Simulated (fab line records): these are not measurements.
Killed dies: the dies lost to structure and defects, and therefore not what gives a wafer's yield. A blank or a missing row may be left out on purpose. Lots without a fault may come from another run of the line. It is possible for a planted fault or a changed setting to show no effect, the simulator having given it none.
fab line records	flow nand_harc
[record] lots = 12	wafers = 36	last_day = 33
route steps=1302 shown A_CONTACT@1090 A_BLC@1115
lots untouched by any fault: they come from a run of this same line in which no faults occurred
start_h: hours from the record's first day to the start of the lot's first wafer shown	wait_h: hours from the lot's prior step to this one	" unchanged from the row above	L1.1+2: several wafers, shown together as one row	- no value present, or no start provided	* or withheld: withheld	< > ~ a bound
route shown NAME@n: names a module that has steps shown in the file, with the first one's number in the route	usual: mean/standard deviation taken from wafers without a fault	same: alike in all rows	chamber/n: place in a boat	sites: each site's reading	_std_site: the values' standard deviation	_edge_site: outer sites' mean less inner sites'	radius_mm: how far each site lies from the wafer's centre	mask NAME#n: copy n	behind: tool/chamber where the wafer was last shaped	hold: reason for holding the lot/hours on hold/outcome of the hold	device: which transistor (n, p or np) failed to switch	end of line: at the end of the route, the tests of the same wafers	a step given without rows: its recipe and nothing more	killed: the dies lost at the first sort to structure and to defects; this is not the yield of the wafer	map: dies across one wafer; x = killed, . = not, _ = none there
set.NAME: the setting that was run; set.NAME@STEP: the one run at that earlier step	model.NAME: the simulator's own value behind a step, which no gauge read
the route's steps for a sample of lots (tables are steps, rows are wafers)
services: from which hour (start_h, from the record's first day; less than 0 if before it) a tool's chamber was out of use, for how many hours, and why
[[steps]]
[step NHARC_A_CONTACT_ETCH_138]
[recipe] source_w = withheld	pressure_mtorr = 20	bias_v = 1200	time_s = 311	target_depth_a = 19140	ar_flow_sccm = withheld	c4f8_flow_sccm = withheld	o2_flow_sccm = withheld	chemistry = C4F8/O2/Ar
lot.wafer	tool	chamber	start_h	wait_h	rf_hours_counter_h
L786.1	har_cap_etch-03	0	523.62	0.3	48
L786.3	"	0	"	"	-
L786.6	"	0	"	"	-
L789.2	har_cap_etch-02	0	553.38	0.2	96
L789.3	"	0	"	"	-
L789.5	"	1	"	"	-
L791.1	har_cap_etch-03	1	594.66	0.2	60
L791.2	"	0	"	"	60
L791.3	"	0	"	"	-
L794.2	har_cap_etch-01	0	607.99	0.2	18
L794.3	"	1	"	"	-
L794.6	"	0	"	"	-
L797.1	har_cap_etch-03	0	639.09	0.2	70
L797.3	"	0	"	"	-
L797.4	"	1	"	"	-
L798.1	har_cap_etch-03	1	641.84	0.2	71
L798.2	"	0	"	"	71
L798.4	"	1	"	"	-
L799.2	har_cap_etch-01	0	661.20	0.2	28
L799.3	"	0	"	"	-
L799.6	"	1	"	"	-
L803.1	har_cap_etch-02	1	691.55	0.2	122
L803.4	"	0	"	"	-
L803.5	"	1	"	"	-
L802.2	har_cap_etch-01	0	693.23	0.3	33
L802.3	"	1	"	"	-
L802.5	"	0	"	"	-
L805.2	har_cap_etch-01	1	717.56	0.2	38
L805.4	"	0	"	"	-
L805.5	"	1	"	"	-
L806.1	har_cap_etch-03	0	719.01	0.2	86
L806.4	"	1	"	"	-
L806.5	"	0	"	"	-
L807.2	har_cap_etch-03	1	735.35	0.2	88
L807.3	"	1	"	"	-
L807.6	"	0	"	"	-
[step NHARC_A_BLC_PEB_08]
[recipe] peb_temp_c = 100	peb_time_s = 65
[usual] heater_power_total_W = 156.7/0.39	plate_temp_C = 100.01/0.15
lot.wafer	tool	chamber	start_h	wait_h	heater_power_total_W	plate_temp_C
L786.1	litho_track-01	0	527.71	0.1	157.0	99.76
L786.3	"	0	"	"	157.0	99.83
L786.6	"	0	"	"	156.5	99.96
L789.2	litho_track-01	0	557.30	0.1	156.7	100.03
L789.3	"	0	"	"	157.0	100.11
L789.5	"	0	"	"	156.4	100.10
L791.1	litho_track-04	0	598.56	0.1	156.9	100.06
L791.2	"	0	"	"	156.1	99.87
L791.3	"	0	"	"	156.3	100.04
L794.2	litho_track-06	0	612.01	0.1	155.9	100.18
L794.3	"	0	"	"	156.4	100.04
L794.6	"	0	"	"	157.1	100.03
L797.1	litho_track-06	0	643.15	0.1	157.0	99.80
L797.3	"	0	"	"	156.9	99.76
L797.4	"	0	"	"	156.2	99.95
L798.1	litho_track-06	0	645.63	0.1	152.5	97.98
L798.2	"	0	"	"	151.8	98.10
L798.4	"	0	"	"	152.7	98.10
L799.2	litho_track-06	0	665.14	0.1	152.8	97.90
L799.3	"	0	"	"	152.4	97.92
L799.6	"	0	"	"	152.5	97.99
L803.1	litho_track-01	0	695.34	0.1	156.7	99.91
L803.4	"	0	"	"	157.2	100.05
L803.5	"	0	"	"	157.1	99.90
L802.2	litho_track-01	0	697.36	0.1	155.9	100.02
L802.3	"	0	"	"	157.2	100.01
L802.5	"	0	"	"	156.1	100.25
L805.2	litho_track-06	0	721.54	0.1	157.1	100.04
L805.4	"	0	"	"	157.0	99.93
L805.5	"	0	"	"	156.9	100.24
L806.1	litho_track-01	0	722.94	0.1	157.0	100.09
L806.4	"	0	"	"	157.0	100.06
L806.5	"	0	"	"	156.6	100.07
L807.2	litho_track-06	0	739.22	0.1	156.7	100.17
L807.3	"	0	"	"	156.5	100.06
L807.6	"	0	"	"	156.3	100.06
[step NHARC_A_BLC_CD_MEAS_10]
[recipe] target_cd_nm = 100	landing_energy_ev = 500
[usual] cd_nm = 100.7/0.95
lot.wafer	tool	chamber	start_h	wait_h	cd_nm
L786.1	cd_sem-01	0	527.79	-	101.0
L786.3	"	0	"	"	100.0
L786.6	"	0	"	"	98.9
L789.2	cd_sem-03	0	557.38	-	99.2
L789.3	"	0	"	"	99.5
L789.5	"	0	"	"	99.8
L791.1	cd_sem-02	0	598.64	-	101.1
L791.2	"	0	"	"	101.1
L791.3	"	0	"	"	101.7
L794.2	cd_sem-01	0	612.09	-	101.1
L794.3	"	0	"	"	102.4
L794.6	"	0	"	"	100.9
L797.1	cd_sem-02	0	643.23	-	100.2
L797.3	"	0	"	"	100.1
L797.4	"	0	"	"	100.1
L798.1	cd_sem-03	0	645.71	-	93.4
L798.2	"	0	"	"	92.9
L798.4	"	0	"	"	93.2
L799.2	cd_sem-02	0	665.22	-	93.4
L799.3	"	0	"	"	94.5
L799.6	"	0	"	"	92.2
L803.1	cd_sem-02	0	695.42	-	99.0
L803.4	"	0	"	"	99.5
L803.5	"	0	"	"	98.7
L802.2	cd_sem-01	0	697.44	-	100.6
L802.3	"	0	"	"	101.7
L802.5	"	0	"	"	101.1
L805.2	cd_sem-03	0	721.62	-	100.3
L805.4	"	0	"	"	100.8
L805.5	"	0	"	"	101.6
L806.1	cd_sem-01	0	723.02	-	98.7
L806.4	"	0	"	"	99.4
L806.5	"	0	"	"	99.0
L807.2	cd_sem-01	0	739.30	-	101.8
L807.3	"	0	"	"	103.5
L807.6	"	0	"	"	101.2
[step NHARC_A_BLC_ETCH_16]
[recipe] target_depth_a = 390	over_etch_frac = 0.3	time_s = 65	ion_energy_ev = 80	cf4_flow_sccm = 150	ar_flow_sccm = 0	rf_w = 300	bias_w = 100	chemistry = CF4
[usual] bias_w = 100.02/0.29	drypump_motor_current_A = 5.8/0.48	mfc_ar_sccm = 0.009/0.011	oes_product_au = 0.998/0.011	rf_vpp_V = 150.8/1.1	showerhead_plenum_p_Torr = 1.74/0.055	throttle_valve_pct = 13.284/0.0097
[same] over_etch_frac = 0.3
lot.wafer	tool	chamber	start_h	wait_h	bias_w	drypump_motor_current_A	mfc_ar_sccm	oes_product_au	rf_hours_counter_h	rf_vpp_V	showerhead_plenum_p_Torr	throttle_valve_pct
L786.1	rie_diel-10	2	528.06	0.1	99.74	5.0	0.034	0.990	11	149.6	1.69	13.291
L786.3	"	0	"	"	100.18	6.0	0.007	0.985	11	149.2	1.78	13.291
L786.6	"	3	"	"	99.70	6.3	0	1.006	-	148.6	1.71	13.271
L789.2	rie_diel-07	1	557.65	0.1	100.02	6.2	0.010	0.991	4	149.2	1.68	13.300
L789.3	"	0	"	"	100.67	5.9	0	0.988	4	151.0	1.77	13.289
L789.5	"	2	"	"	100.08	6.5	0.018	1.001	-	151.0	1.85	13.299
L791.2	rie_diel-07	0	598.91	0.1	100.15	5.9	0	0.988	7	152.5	1.77	13.275
L791.1	"	2	"	"	100.23	6.5	0.018	0.987	8	152.9	1.85	13.299
L791.3	"	3	"	"	99.79	5.4	0	0.984	8	151.1	1.77	13.284
L794.3	rie_diel-09	0	612.36	0.1	99.78	5.2	0.007	0.985	29	150.7	1.73	13.262
L794.2	"	2	"	"	99.90	5.7	0	1.002	27	151.4	1.82	13.301
L794.6	"	0	"	"	99.60	5.2	0.007	0.987	-	149.4	1.73	13.283
L797.1	rie_diel-10	2	643.52	0.1	100.47	4.9	0.034	1.002	4	150.2	1.69	13.284
L797.3	"	3	"	"	99.89	6.3	0	1.002	4	151.2	1.71	13.291
L797.4	"	3	"	"	100.08	6.3	0	1.008	-	150.2	1.71	13.277
L798.2	rie_diel-10	2	646.00	0.1	99.88	4.9	0.034	0.994	4	149.6	1.69	13.293
L798.1	"	3	"	"	100.49	6.3	0	1.009	4	150.7	1.71	13.292
L798.4	"	1	"	"	100.45	5.6	0	0.988	-	151.8	1.71	13.289
L799.3	rie_diel-09	1	665.50	0.1	100.84	6.2	0	1.013	42	151.3	1.80	13.293
L799.2	"	2	"	"	99.92	5.7	0	0.992	42	153.7	1.81	13.281
L799.6	"	3	"	"	99.91	5.9	0.013	0.986	-	150.9	1.66	13.281
L803.4	rie_diel-09	0	695.70	0.1	100.18	5.2	0.007	0.982	5	151.9	1.73	13.289
L803.1	"	1	"	"	99.66	6.2	0	0.982	4	151.3	1.80	13.270
L803.5	"	0	"	"	100.60	5.2	0.007	0.979	-	152.0	1.73	13.289
L802.2	rie_diel-10	3	697.71	0.1	99.80	6.3	0	1.015	8	149.3	1.71	13.291
L802.3	"	0	"	"	100.22	6.1	0.007	0.999	7	150.5	1.78	13.274
L802.5	"	3	"	"	99.91	6.3	0	1.014	-	150.4	1.71	13.283
L805.4	rie_diel-07	2	721.90	0.1	100.02	6.5	0.018	1.019	4	152.2	1.85	13.285
L805.2	"	0	"	"	100.00	5.9	0	1.001	4	151.2	1.77	13.288
L805.5	"	1	"	"	99.37	6.2	0.010	1.004	-	151.4	1.68	13.302
L806.4	rie_diel-10	2	723.29	0.1	100.01	4.9	0.034	0.982	11	149.7	1.69	13.269
L806.1	"	1	"	"	99.74	5.7	0	0.975	11	150.5	1.71	13.297
L806.5	"	3	"	"	100.08	6.3	0	1.000	-	151.7	1.71	13.285
L807.2	rie_diel-07	2	739.57	0.1	99.90	6.5	0.018	1.019	5	153.4	1.85	13.283
L807.3	"	3	"	"	100.05	5.4	0	1.005	5	150.7	1.77	13.275
L807.6	"	1	"	"	100.14	6.2	0.010	0.995	-	149.9	1.68	13.281
[step NHARC_A_BLC_ETCH_18]
[recipe] target_depth_a = 9100	c4f8_flow_sccm = 20	o2_flow_sccm = 10	ar_flow_sccm = withheld	rf_w = 600	bias_w = 1500	chemistry = C4F8/O2/Ar
[usual] bias_w = 1500/4.7	oes_product_au = 0.942/0.022	rf_vpp_V = 976/4.5
lot.wafer	tool	chamber	start_h	wait_h	bias_w	oes_product_au	rf_hours_counter_h	rf_vpp_V
L786.3	rie_diel-10	0	-	-	1500	0.920	12	979
L786.1	"	3	"	"	1505	0.956	12	974
L786.6	"	1	"	"	1492	0.938	-	973
L789.2	rie_diel-07	0	-	-	1504	0.947	5	979
L789.3	"	1	"	"	1508	0.958	5	970
L789.5	"	1	"	"	1509	0.953	-	970
L791.1	rie_diel-07	0	-	-	1494	0.966	7	978
L791.2	"	2	"	"	1494	0.951	9	986
L791.3	"	3	"	"	1494	0.953	8	978
L794.2	rie_diel-09	2	-	-	1492	0.929	27	981
L794.3	"	3	"	"	1505	0.923	27	970
L794.6	"	2	"	"	1498	0.924	-	982
L797.1	rie_diel-10	1	-	-	1500	0.961	4	975
L797.3	"	2	"	"	1503	0.958	4	973
L797.4	"	2	"	"	1496	0.965	-	972
L798.4	rie_diel-07	3	646.61	-	1502	0.924	11	979
L798.2	"	0	"	"	1497	0.900	10	977
L798.1	"	1	"	"	1494	0.916	10	969
L799.3	rie_diel-09	2	-	-	1495	0.924	42	980
L799.2	"	0	"	"	1506	0.917	47	975
L799.6	"	2	"	"	1505	0.929	-	982
L803.1	rie_diel-09	3	-	-	1498	0.963	6	969
L803.4	"	0	"	"	1499	0.934	6	975
L803.5	"	2	"	"	1497	0.994	-	981
L802.3	rie_diel-10	3	-	-	1497	1.002	9	974
L802.2	"	2	"	"	1507	0.976	9	972
L802.5	"	0	"	"	1499	0.956	-	979
L805.4	rie_diel-07	0	-	-	1495	0.981	4	978
L805.2	"	2	"	"	1507	0.980	5	986
L805.5	"	3	"	"	1502	0.979	-	979
L806.4	rie_diel-10	0	-	-	1498	0.932	10	980
L806.1	"	1	"	"	1501	0.920	11	973
L806.5	"	0	"	"	1495	0.930	-	977
L807.2	rie_diel-07	1	-	-	1494	0.918	6	970
L807.3	"	2	"	"	1505	0.938	6	983
L807.6	"	2	"	"	1491	0.940	-	986
[[services]]
tool	chamber	start_h	hours	kind
rie_diel-10	0	502.00	-	clean
rie_diel-10	1	502.00	-	clean
rie_diel-10	2	502.00	-	clean
rie_diel-10	3	502.00	-	clean
rie_diel-07	0	504.77	-	clean
rie_diel-07	1	504.77	-	clean
rie_diel-07	2	504.77	-	clean
litho_track-01	-	505.00	7.0	pm
rie_diel-09	3	516.98	9.6	repair
litho_track-06	-	529.00	7.0	pm
litho_track-04	-	553.00	7.0	pm
rie_diel-09	-	569.71	7.4	repair
rie_diel-10	1	595.82	2.9	repair
rie_diel-10	-	596.50	9.0	pm
rie_diel-07	3	600.17	7.3	repair
rie_diel-10	0	642.56	6.1	repair
rie_diel-10	-	646.58	1.6	repair
rie_diel-07	-	648.27	9.0	pm
rie_diel-09	-	676.27	9.0	pm
litho_track-01	-	680.00	7.0	pm
litho_track-06	-	704.00	7.0	pm
har_cap_etch-02	-	709.41	0.2	repair
litho_track-04	-	728.00	7.0	pm
rie_diel-10	1	735.78	11.8	repair
[[key]]
[first_sign] step = NHARC_A_BLC_PEB_08	reading = plate_temp_C	direction = down	sigmas = 14	usual = *	struck = *
[effect] step = NHARC_A_BLC_PEB_08	reading = heater_power_total_W	direction = down	sigmas = 11	usual = *	struck = *
[effect] step = NHARC_A_BLC_CD_MEAS_10	reading = cd_nm	direction = down	sigmas = 7.8	usual = 100.7	struck = 93.3
met_at NHARC_A_BLC_PEB_08
struck_lots L798,L799
tester_left_out L798,L799
not_acting_at NHARC_A_CONTACT_ETCH_138,NHARC_A_BLC_ETCH_16,NHARC_A_BLC_ETCH_18
onset_between 643.15 645.63
[fault] kind = process_parameter_drift	tool = litho_track-06	chamber = -	onset_h = 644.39	steps = NHARC_A_BLC_PEB_08	channel = peb_temp_c	offset = *	shape = step	end_h = 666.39	acts_in = *	stated = *
// tester_left_out: of these lots the tester's yield and bins aren't shown, on N5 and GAA mostly nor the transistor test; their killed dies are dies lost to structure and defects alone, not to doping, threshold or leakage, so they don't give the yield
